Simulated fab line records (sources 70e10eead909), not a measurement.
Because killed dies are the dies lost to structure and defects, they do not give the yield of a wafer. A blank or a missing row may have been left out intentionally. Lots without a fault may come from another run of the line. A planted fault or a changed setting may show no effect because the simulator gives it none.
Which tool did it?	flow nandHarc	13 lots, 39 wafers sampled, at 3 steps of a route of 1302

WHAT THE GAUGES READ, wafer by wafer
NHARC_P_STI_CD_MEAS_09: target cd 200 nm.
lot	measured	on	cdNm (nm)
L278	day 2 03:48	cdSem-03	200.7 201.6 200.4
L279	day 2 14:55	cdSem-03	200.0 197.3 199.4
L280	day 2 23:52	cdSem-03	198.1 200.6 199.7
L281	day 3 11:43	cdSem-01	199.9 201.2 201.0
L282	day 3 20:52	cdSem-01	201.5 197.7 200.0
L284	day 4 20:36	cdSem-03	200.6 199.8 200.3
L285	day 5 01:46	cdSem-03	200.7 198.7 200.2
L286	day 5 18:44	cdSem-03	199.4 198.9 197.6
L294	day 8 23:19	cdSem-01	200.4 199.2 200.1
L295	day 9 08:49	cdSem-01	196.7 198.7 196.5
L296	day 9 19:13	cdSem-02	201.4 198.3 201.2
L297	day 10 05:56	cdSem-02	201.4 198.0 200.5
L299	day 11 00:18	cdSem-03	198.2 198.9 198.8

WHICH TOOL RAN EACH LOT (tool, then ch and the chambers of the sampled wafers, then the start)
lot	NHARC_P_ZERO_WELL_ETCH_63	NHARC_P_ZERO_WELL_STRIP_56
L278	rieSi-06 ch 0,2,3, day 1 07:38	wetBench-04 ch 0,3,4, day 1 12:35
L279	rieSi-05 ch 1,2,3, day 1 17:40	wetBench-04 ch 1,4,7, day 1 22:28
L280	rieSi-05 ch 1,2, day 2 03:40	wetBench-09 ch 0,1,6, day 2 08:20
L281	rieSi-06 ch 1,3, day 2 13:33	wetBench-09 ch 3,6,7, day 2 18:20
L282	rieSi-06 ch 2,3, day 2 23:41	wetBench-09 ch 0,1,4, day 3 04:38
L284	rieSi-06 ch 0,3, day 3 19:41	wetBench-05 ch 0,5,6, day 4 04:37
L285	rieSi-06 ch 0,1,2, day 4 05:32	wetBench-05 ch 0,3,7, day 4 10:15
L286	rieSi-02 ch 1,2, day 4 15:47	wetBench-09 ch 1,3,4, day 4 20:38
L294	rieSi-05 ch 1,2,3, day 7 23:42	wetBench-09 ch 2,4,7, day 8 04:19
L295	rieSi-05 ch 0,1,2, day 8 09:32	wetBench-09 ch 0,4,7, day 8 14:22
L296	rieSi-06 ch 1,2,3, day 8 19:41	wetBench-09 ch 1,3,4, day 9 00:44
L297	rieSi-06 ch 0,2, day 9 05:32	wetBench-05 ch 2,3,7, day 9 10:14
L299	rieSi-05 ch 1,2,3, day 10 01:32	wetBench-04 ch 0,1,3, day 10 06:08
- NHARC_P_ZERO_WELL_ETCH_63: etches the open film in HBr/Cl2, target depth 120 nm, time 40.1 s.
- NHARC_P_ZERO_WELL_STRIP_56: strips in SPM, time 840 s.

WHAT THE TOOLS THEMSELVES READ (means of the sampled wafers that have a number; where no wafer has one, the mark that the record gives instead)
NHARC_P_ZERO_WELL_ETCH_63.
lot	tool	drypumpMotorCurrentA (A)	oesProductAu (a.u.)	throttleValvePct (%)
L278	rieSi-06	6.0	1.013	26.406
L279	rieSi-05	6.3	0.996	26.405
L280	rieSi-05	6.5	0.999	26.405
L281	rieSi-06	5.0	1.003	26.411
L282	rieSi-06	5.9	1.004	26.416
L284	rieSi-06	6.2	1.006	26.394
L285	rieSi-06	5.7	0.997	26.413
L286	rieSi-02	6.2	1.007	26.403
L294	rieSi-05	6.4	1.000	26.403
L295	rieSi-05	6.1	0.995	26.425
L296	rieSi-06	5.4	0.998	26.400
L297	rieSi-06	6.3	1.003	26.409
L299	rieSi-05	6.4	0.996	26.413

NHARC_P_ZERO_WELL_STRIP_56.
lot	tool	runLengthS (s)
L278	wetBench-04	843.8
L279	wetBench-04	843.5
L280	wetBench-09	842.9
L281	wetBench-09	842.5
L282	wetBench-09	843.1
L284	wetBench-05	842.7
L285	wetBench-05	843.0
L286	wetBench-09	843.1
L294	wetBench-09	261.1
L295	wetBench-09	261.2
L296	wetBench-09	261.8
L297	wetBench-05	843.1
L299	wetBench-04	843.4

THE ANSWER, worked out from the rows above alone
Rule: the usual values come from the lots themselves. Put in order of their means at a reading, lots are off if they are a third of the lots or fewer, leave a main group of 4 or more, and stand apart from it by a gap of 3 or more times the standard deviation of the main group's means; of several such gaps the widest counts. A main group is skipped when, at the precision printed for the reading in the tables above, its means are all equal. Also off: a lot with no number at a reading for which 4 or more lots have one. All remaining lots with rows at the step are treated as sound. The gauges are gone through in route order, then the tools' own readings, and for those a lot's mean is taken as printed above. The first step at which some lot is off is used, and at that step the reading that is off furthest; a lot without a number counts as furthest.
Off, at NHARC_P_ZERO_WELL_STRIP_56 on runLengthS: L294, L295, L296. Main group: mean 843.1 s, sd 0.36.
A tool fits if, at that step or a process step before it, it ran every lot that is off, and no sound lot after the first of them. One candidate fits, namely wetBench-09 at NHARC_P_ZERO_WELL_STRIP_56. A fault onset in the window from L286 (day 4 20:38, its last sound lot) to L294 (day 8 04:19, its first lot off) fits.
On the lots that are off, the tool's own readings at NHARC_P_ZERO_WELL_STRIP_56 differ by more than 5 times the standard deviation of the sound lots' means, which bears it out; runLengthS reads 261.4 s there versus 843.1 s on the sound lots.

WHAT THE SIMULATOR HAD PUT IN
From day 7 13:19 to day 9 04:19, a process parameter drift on wetBench-09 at NHARC_P_ZERO_WELL_STRIP_56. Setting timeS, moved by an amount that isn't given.
Lots struck among those shown: L294, L295, L296. The rule above found the same.
